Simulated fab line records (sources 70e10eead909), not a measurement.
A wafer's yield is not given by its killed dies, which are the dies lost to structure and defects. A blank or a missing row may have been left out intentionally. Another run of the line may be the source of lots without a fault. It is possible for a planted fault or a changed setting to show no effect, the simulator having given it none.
Matching of chambers + flow nand_harc + NHARC_A_STAIRCASE_ETCHBACK_157 on rie_diel-01 has 4 sister chambers
The step etches the open film in CH3F/O2, target depth 90 nm, time 167.14 s. 4 wafers are shown with their chamber, then 7 later ones without.

== WAFERS WITH THEIR CHAMBER ==
| wafer  | chamber | showerhead_plenum_p_Torr (Torr) |
|--------|---------|---------------------------------|
| L076.6 | 1       | 2.49                            |
| L079.3 | 0       | 2.28                            |
| L082.2 | 2       | 2.45                            |
| L082.4 | 3       | 2.56                            |

== WAFERS WITH NO CHAMBER GIVEN ==
| wafer  | showerhead_plenum_p_Torr (Torr) |
|--------|---------------------------------|
| L082.6 | 2.28                            |
| L088.2 | 2.47                            |
| L088.4 | 2.44                            |
| L088.5 | 2.27                            |
| L091.1 | 2.55                            |
| L091.5 | 2.47                            |
| L091.6 | 2.27                            |

== CHAMBER TAKEN BY EACH ==
| wafer  | from the rows above     | in truth |
|--------|-------------------------|----------|
| L082.6 | 0                       | 0        |
| L088.2 | can't be placed: 1 or 2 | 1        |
| L088.4 | 2                       | 2        |
| L088.5 | 0                       | 0        |
| L091.1 | 3                       | 3        |
| L091.5 | can't be placed: 1 or 2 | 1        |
| L091.6 | 0                       | 0        |
5 of 7 placed correctly. Unplaceable from these rows: 2, with the true chamber sitting among the candidates in 2. Wrongly placed: 0.
How it was worked out, from the rows above alone: a wafer's distance from a chamber is the root of the sum, over the readings, of the square of ((its reading less the chamber's mean) divided by the reading's scatter). The wafer belongs to the nearest chamber; if the next one is less than 2 further off, it can't be placed. The mean given for a chamber averages the wafers shown for that chamber. The scatter: with one shown wafer a chamber, the root of the mean of the squares of how far each hidden wafer lies from its nearest shown one.
